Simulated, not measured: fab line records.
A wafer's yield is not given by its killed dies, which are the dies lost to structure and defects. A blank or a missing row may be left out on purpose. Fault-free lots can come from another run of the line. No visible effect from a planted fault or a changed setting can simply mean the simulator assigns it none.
The tool behind it: which one? -- flow n5Finfet -- 26 wafers from 9 lots sampled at 6 of the route's 1938 steps

## WHAT THE GAUGES SHOWED, per wafer
N5_BEOL_M4_RC_MEAS_101. Usual: DIBL_N 36.4 mV/V, standard deviation 1.4; DIBL_P 36.3 mV/V, standard deviation 1.8; IOFF_N 0.163 nA/um, standard deviation 0.024; IOFF_P 0.21 nA/um, standard deviation 0.034; ION_N 673 uA/um, standard deviation 11; ION_P 461 uA/um, standard deviation 7.4; SS_N 71.6 mV/dec, standard deviation 0.52; SS_P 73.3 mV/dec, standard deviation 0.58; VT_N 249.4 mV, standard deviation 2.5; VT_P -250 mV, standard deviation 3.5.
lot,measured,on,DIBL_N (mV/V),DIBL_P (mV/V),IOFF_N (nA/um),IOFF_P (nA/um),ION_N (uA/um),ION_P (uA/um),SS_N (mV/dec),SS_P (mV/dec),VT_N (mV),VT_P (mV),flag
L636,day 8 00:08,prober-02,36.6 35.5 36.9,36.5 34.1 37.0,0.169 0.153 0.187,0.20 0.18 0.21,686 669 699,462 451 465,70.9 70.7 71.5,72.7 72.3 73.4,248.1 248.6 246.2,-253 -252 -252,
L639,day 8 18:12,prober-02,36.8 36.2 35.0,37.2 36.3 35.3,0.173 0.167 0.147,0.19 0.19 0.17,674 685 668,449 455 453,71.8 71.4 71.9,73.8 72.5 72.8,246.7 246.7 251.3,-254 -254 -254,
L641,day 9 09:47,prober-01,37.5 39.0 37.6,38.4 39.6 38.6,0.198 0.209 0.190,0.24 0.26 0.24,678 679 682,458 460 469,72.5 72.6 71.7,74.3 74.2 73.8,247.3 246.0 248.4,-249 -252 -249,
L645,day 10 09:15,prober-01,36.0 35.3,35.9 35.9,0.159 0.148,0.20 0.19,652 669,450 454,72.2 71.3,73.1 73.2,250.4 251.1,-250 -252,
L654,day 11 22:14,prober-01,35.6 35.3 37.2,34.6 34.4 37.2,0.142 0.139 0.175,0.17 0.17 0.21,658 671 675,449 454 463,71.2 71.2 71.5,72.6 72.4 73.6,251.1 253.0 246.6,-254 -258 -252,
L655,day 12 19:30,prober-02,37.2 36.8 36.7,37.3 36.7 37.1,0.153 0.150 0.156,0.21 0.20 0.21,674 665 679,457 459 463,72.6 71.8 71.8,73.9 73.5 73.9,250.4 252.3 251.0,-250 -251 -253,
L657,day 13 15:14,prober-02,35.1 36.0 35.1,34.8 35.2 35.0,0.137 0.146 0.142,0.19 0.20 0.20,665 666 662,460 455 456,70.9 71.1 70.9,73.0 72.9 72.6,250.8 251.1 248.0,-250 -250 -248,
L658,day 13 12:08,prober-02,35.3 34.5 35.9,31.4 30.9 32.4,0.130 0.117 0.137,0.15 0.14 0.16,674 669 660,453 450 446,71.3 70.8 70.6,72.9 72.6 72.0,250.6 251.5 250.8,-258 -257 -255,
L659,day 13 18:05,prober-01,37.4 40.3 36.6,35.5 38.7 33.9,0.158 0.217 0.146,0.23 0.30 0.22,674 691 656,466 465 458,71.0 72.4 71.6,73.2 73.9 72.1,249.3 245.3 254.2,-247 -242 -247,

## WHAT TOOL EACH LOT RAN ON (gives the tool, then ch and the chambers of the sampled wafers, and finally the start)
lot,N5_GATE_CUT_ETCH_58,N5_GATE_CUT_STRIP_59,N5_GATE_CUT_SAC_CAP_01,N5_GATE_CUT_PECVD_57,N5_GATE_CUT_CMP_02
L636,"rieDiel-01 ch 1,2,3, day 4 06:23","rieDiel-01 ch 1,2,3, day 4 06:29","aldSin-01 ch 0,1,3, day 4 06:42","pecvd-01 ch 0,1, day 4 08:53","cmp-03 ch 1,2,3, day 4 08:58"
L639,"rieDiel-05 ch 0,2, day 5 00:14","rieDiel-05 ch 0,2, day 5 00:20","aldSin-03 ch 0,3, day 5 01:52","pecvd-04 ch 1,2, day 5 04:04","cmp-04 ch 0,2, day 5 04:10"
L641,"rieDiel-02 ch 2,3, day 5 14:11","rieDiel-02 ch 2,3, day 5 14:17","aldSin-01 ch 1,3, day 5 14:31","pecvd-04 ch 0,1, day 5 16:42","cmp-01 ch 1,3, day 5 16:49"
L645,"rieDiel-02 ch 2,3, day 6 16:20","rieDiel-02 ch 2,3, day 6 16:26","aldSin-01 ch 3, day 6 17:03","pecvd-04 ch 1,2, day 6 19:14","cmp-04 ch 2,3, day 6 19:23"
L654,"rieDiel-02 ch 0,1,2, day 8 19:09","rieDiel-02 ch 0,1,2, day 8 19:15","aldSin-01 ch 0,2,3, day 8 20:07","pecvd-01 ch 0,1,2, day 8 22:18","cmp-01 ch 0,1,3, day 8 22:25"
L655,"rieDiel-01 ch 0,1, day 9 03:05","rieDiel-01 ch 0,1, day 9 03:11","aldSin-01 ch 0,2,3, day 9 03:25","pecvd-03 ch 0,1,2, day 9 05:36","cmp-01 ch 2,3, day 9 05:40"
L657,"rieDiel-05 ch 0,1,3, day 9 18:10","rieDiel-05 ch 0,1,3, day 9 18:16","aldSin-01 ch 2,3, day 9 18:29","pecvd-04 ch 0,2, day 9 20:41","cmp-01 ch 0,1,2, day 9 20:47"
L658,"rieDiel-02 ch 1,2,3, day 10 01:23","rieDiel-02 ch 1,2,3, day 10 01:29","aldSin-03 ch 0,1,2, day 10 01:42","pecvd-01 ch 0,1, day 10 03:53","cmp-01 ch 0,2,3, day 10 03:58"
L659,"rieDiel-01 ch 0,1, day 10 07:35","rieDiel-01 ch 0,1, day 10 07:41","aldSin-03 ch 1,3, day 10 08:04","pecvd-03 ch 0,1, day 10 10:16","cmp-01 ch 1,2, day 10 10:22"
- N5_GATE_CUT_ETCH_58: etches SiNx in CH3F/O2, target depth 17 nm, time 128.6 s.
- N5_GATE_CUT_STRIP_59: strips in N2/H2, time 20 s.
- N5_GATE_CUT_SAC_CAP_01: material SiNx, target thk 24 nm, pulse time 1 s, ald cycles 480.
- N5_GATE_CUT_PECVD_57: deposits SiNx from SiH4/NH3/N2, target thk 21 nm.
- N5_GATE_CUT_CMP_02: polishes, stops on SiO2, t overpolish 12.7 s, target thk 0 nm.

## WHAT THE TOOLS THEMSELVES READ (means of the sampled wafers that have a number; where no wafer has one, the mark that the record gives instead)
N5_GATE_CUT_ETCH_58. Usual: drypumpMotorCurrentA 5.9 A, standard deviation 0.34; oesProductAu 0.78 a.u., standard deviation 0.086; rfVppV 99.2 V, standard deviation 0.84; showerheadPlenumPTorr 2.02 Torr, standard deviation 0.038; throttleValvePct 16.33 %, standard deviation 0.23.
lot,tool,drypumpMotorCurrentA (A),oesProductAu (a.u.),rfVppV (V),showerheadPlenumPTorr (Torr),throttleValvePct (%),flag
L636,rieDiel-01,5.7,0.75,99.8,1.99,16.44,
L639,rieDiel-05,5.9,0.91,99.3,2.04,16.27,
L641,rieDiel-02,5.9,0.74,99.8,2.02,16.28,
L645,rieDiel-02,6.0,0.72,99.0,2.03,16.42,
L654,rieDiel-02,6.0,0.84,99.7,2.02,16.37,
L655,rieDiel-01,6.2,0.66,99.6,2.02,16.32,
L657,rieDiel-05,6.0,0.81,99.1,2.04,16.25,
L658,rieDiel-02,6.1,0.81,98.9,2.01,16.34,
L659,rieDiel-01,6.0,0.77,98.6,2.00,16.22,

N5_GATE_CUT_STRIP_59. Usual: drypumpMotorCurrentA 5.9 A, standard deviation 0.34; oesProductAu 0.77 a.u., standard deviation 0.086; rfVppV 45.3 V, standard deviation 0.84; showerheadPlenumPTorr 3.41 Torr, standard deviation 0.059; throttleValvePct 12.23 %, standard deviation 0.26.
lot,tool,drypumpMotorCurrentA (A),oesProductAu (a.u.),rfVppV (V),showerheadPlenumPTorr (Torr),throttleValvePct (%),flag
L636,rieDiel-01,5.7,0.74,44.7,3.38,12.36,
L639,rieDiel-05,6.0,0.90,44.6,3.45,12.06,
L641,rieDiel-02,5.9,0.74,45.1,3.41,12.20,
L645,rieDiel-02,6.0,0.72,44.9,3.42,12.31,
L654,rieDiel-02,6.0,0.84,44.9,3.41,12.22,
L655,rieDiel-01,6.2,0.66,44.5,3.41,12.28,
L657,rieDiel-05,6.0,0.81,45.4,3.44,12.12,
L658,rieDiel-02,6.1,0.80,44.6,3.39,12.22,
L659,rieDiel-01,6.1,0.78,45.1,3.37,12.12,

N5_GATE_CUT_SAC_CAP_01. Usual: heaterPowerW 829 W, standard deviation 90; precursorPulseHeightRel 0.998, standard deviation 0.02.
lot,tool,heaterPowerW (W),precursorPulseHeightRel,flag
L636,aldSin-01,808,0.982,
L639,aldSin-03,866,1.003,
L641,aldSin-01,709,1.022,
L645,aldSin-01,694,1.001,
L654,aldSin-01,815,0.990,
L655,aldSin-01,809,1.004,
L657,aldSin-01,745,1.000,
L658,aldSin-03,908,1.011,
L659,aldSin-03,804,0.983,

N5_GATE_CUT_PECVD_57. Usual: heaterPowerW 775 W, standard deviation 110; showerheadPlenumPTorr 5.08 Torr, standard deviation 0.053; throttleValvePct 39.8 %, standard deviation 2.5.
lot,tool,heaterPowerW (W),showerheadPlenumPTorr (Torr),throttleValvePct (%),flag
L636,pecvd-01,616,5.03,40.3,
L639,pecvd-04,984,5.07,38.5,
L641,pecvd-04,853,5.14,39.3,
L645,pecvd-04,923,5.06,38.5,
L654,pecvd-01,703,5.09,38.9,
L655,pecvd-03,740,5.06,41.8,
L657,pecvd-04,776,5.12,39.9,
L658,pecvd-01,612,5.04,40.2,
L659,pecvd-03,728,5.09,43.3,

N5_GATE_CUT_CMP_02. Usual: motorCurrentA 9.0 A, standard deviation 1; timeToEndpointS 25.5 s, standard deviation 2.
lot,tool,motorCurrentA (A),timeToEndpointS (s),flag
L636,cmp-03,8.8,22.5,
L639,cmp-04,9.3,25.4,
L641,cmp-01,9.0,24.7,
L645,cmp-04,8.3,21.2,
L654,cmp-01,8.8,25.5,
L655,cmp-01,8.9,26.7,
L657,cmp-01,9.6,27.7,
L658,cmp-01,9.2,26.6,
L659,cmp-01,9.5,25.4,

## THE ANSWER, worked out from the rows above alone
Rule: a lot counts as off when the mean over its wafers that have a number is more than 3 standard deviations away from the usual mean. Also off: a lot with no number at a reading for which 4 or more lots have one. The other lots that the step has rows for count as sound. The gauges are gone through in route order, then the tools' own readings, and for those a lot's mean is taken as printed above. At the first step where some lot is off, the reading lying furthest off is the one used; lots without a number count as furthest.
No lot is off at any reading shown: from this, nothing can be told.

## WHAT THE SIMULATOR HAD INSERTED
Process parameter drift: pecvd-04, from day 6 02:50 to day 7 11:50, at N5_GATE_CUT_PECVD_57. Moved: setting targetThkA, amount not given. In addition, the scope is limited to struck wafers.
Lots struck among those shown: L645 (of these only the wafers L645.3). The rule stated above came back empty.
